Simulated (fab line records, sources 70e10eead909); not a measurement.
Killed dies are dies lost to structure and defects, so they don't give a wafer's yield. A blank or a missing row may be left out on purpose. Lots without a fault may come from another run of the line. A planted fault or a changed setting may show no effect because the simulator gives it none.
Which tool did it? | flow nand_harc | 11 lots, 33 wafers sampled, at 5 steps of a route of 1159

WHAT THE GAUGES READ, wafer by wafer
NHARC_END_SORT_01.
lot  | measured     | on        | killed_at_array
L931 | day 20 14:07 | prober-01 | 24 28 24
L933 | day 19 21:44 | prober-02 | 28 29 17
L935 | day 21 03:25 | prober-01 | 24 25 25
L936 | day 21 11:08 | prober-01 | 20 14 32
L937 | day 21 21:49 | prober-02 | 33 30 32
L939 | day 21 21:26 | prober-01 | 16 22 14
L945 | day 23 11:49 | prober-01 | 621 30 623
L949 | day 23 21:58 | prober-01 | 28 21 23
L946 | day 24 05:50 | prober-01 | 28 622 29
L951 | day 24 18:07 | prober-02 | 32 32 24
L952 | day 25 05:31 | prober-02 | 14 29 18

WHICH TOOL RAN EACH LOT (tool, then ch and the chambers of the sampled wafers, then the start)
lot  | NHARC_A_STAIRCASE_TRIM_22          | NHARC_A_STAIRCASE_ETCH_25                     | NHARC_A_STAIRCASE_TRIM_26                     | NHARC_A_STAIRCASE_ETCH_27
L931 | rie_diel-13 ch 0,1,2, day 11 10:04 | rie_diel-13 ch 0,2, day 20 14:07 or earlier   | rie_diel-13 ch 1,2, day 20 14:07 or earlier   | rie_diel-13 ch 0,1, day 20 14:07 or earlier
L933 | rie_diel-13 ch 2,3, day 11 12:41   | rie_diel-13 ch 1,2,3, day 19 21:44 or earlier | rie_diel-13 ch 1,2,3, day 19 21:44 or earlier | rie_diel-13 ch 0,1,2, day 19 21:44 or earlier
L935 | rie_diel-10 ch 0,1, day 12 13:43   | rie_diel-10 ch 1,2, day 21 03:25 or earlier   | rie_diel-10 ch 0,2,3, day 21 03:25 or earlier | rie_diel-10 ch 0,2,3, day 21 03:25 or earlier
L936 | rie_diel-10 ch 0,1, day 12 22:02   | rie_diel-10 ch 1,3, day 21 11:08 or earlier   | rie_diel-10 ch 1,2, day 21 11:08 or earlier   | rie_diel-10 ch 0,1,2, day 21 11:08 or earlier
L937 | rie_diel-09 ch 1,3, day 12 22:23   | rie_diel-09 ch 0,3, day 21 21:49 or earlier   | rie_diel-09 ch 0,1,3, day 21 21:49 or earlier | rie_diel-09 ch 0,1, day 21 21:49 or earlier
L939 | rie_diel-13 ch 0,2, day 13 05:02   | rie_diel-13 ch 1,2, day 21 21:26 or earlier   | rie_diel-13 ch 1,2,3, day 21 21:26 or earlier | rie_diel-13 ch 1,3, day 21 21:26 or earlier
L945 | rie_diel-13 ch 0,2, day 14 18:20   | rie_diel-13 ch 0,3, day 23 11:49 or earlier   | rie_diel-13 ch 0,1,3, day 23 11:49 or earlier | rie_diel-13 ch 0,2,3, day 23 11:49 or earlier
L949 | rie_diel-10 ch 0,1,2, day 15 07:50 | rie_diel-10 ch 0,1,3, day 23 21:58 or earlier | rie_diel-10 ch 0,1,3, day 23 21:58 or earlier | rie_diel-10 ch 1,2,3, day 23 21:58 or earlier
L946 | rie_diel-13 ch 0,1, day 15 12:46   | rie_diel-13 ch 0,1, day 24 05:50 or earlier   | rie_diel-13 ch 0,1,2, day 24 05:50 or earlier | rie_diel-13 ch 0,2, day 24 05:50 or earlier
L951 | rie_diel-09 ch 2,3, day 15 23:42   | rie_diel-09 ch 0,1,2, day 24 18:07 or earlier | rie_diel-09 ch 1,2, day 24 18:07 or earlier   | rie_diel-09 ch 0,3, day 24 18:07 or earlier
L952 | rie_diel-09 ch 0,2,3, day 16 20:58 | rie_diel-09 ch 0,3, day 25 05:31 or earlier   | rie_diel-09 ch 1,2, day 25 05:31 or earlier   | rie_diel-09 ch 1,3, day 25 05:31 or earlier
- NHARC_A_STAIRCASE_TRIM_22: chemistry O2, time 211.2 s.
- NHARC_A_STAIRCASE_ETCH_25: etches the open film in C4F8/O2, target depth 100 nm, time 40.5 s.
- NHARC_A_STAIRCASE_TRIM_26: chemistry O2, time 211.2 s.
- NHARC_A_STAIRCASE_ETCH_27: etches the open film in C4F8/O2, target depth 100 nm, time 40.5 s.

THE ANSWER, worked out from the rows above alone
Rule: what is usual is taken from the lots themselves. Put in order of their means at a reading, lots are off if they are a third of the lots or fewer, leave a main group of 4 or more, and stand apart from it by a gap of 3 or more times the standard deviation of the main group's means; of several such gaps the widest counts. A main group whose means are all the same, to the digits that the tables above print for the reading, isn't used. A lot without any number at a reading at which 4 lots or more have one is off too. The other lots that the step has rows for count as sound.
Off: L945, L946, at NHARC_END_SORT_01 (killed_at_array). The main group: mean 24, standard deviation 4.1.
A tool fits if, at a process step before that reading, it ran every lot that is off, and no sound lot after the first of them. The gauges at NHARC_END_SORT_01 are tried like those tools. NHARC_A_STAIRCASE_ETCH_25 gives no start for some lots, so the hours and the order of its lots are those of NHARC_END_SORT_01. NHARC_A_STAIRCASE_TRIM_26 gives no start for some lots, so the hours and the order of its lots are those of NHARC_END_SORT_01. NHARC_A_STAIRCASE_ETCH_27 gives no start for some lots, so the hours and the order of its lots are those of NHARC_END_SORT_01. One fits: rie_diel-13 at NHARC_A_STAIRCASE_TRIM_22 and NHARC_A_STAIRCASE_ETCH_25 and NHARC_A_STAIRCASE_TRIM_26 and NHARC_A_STAIRCASE_ETCH_27. At NHARC_A_STAIRCASE_TRIM_22 its last sound lot is L939 (day 13 05:02), its first lot that is off L945 (day 14 18:20): a fault that began between those two fits.

WHAT THE SIMULATOR HAD PUT IN
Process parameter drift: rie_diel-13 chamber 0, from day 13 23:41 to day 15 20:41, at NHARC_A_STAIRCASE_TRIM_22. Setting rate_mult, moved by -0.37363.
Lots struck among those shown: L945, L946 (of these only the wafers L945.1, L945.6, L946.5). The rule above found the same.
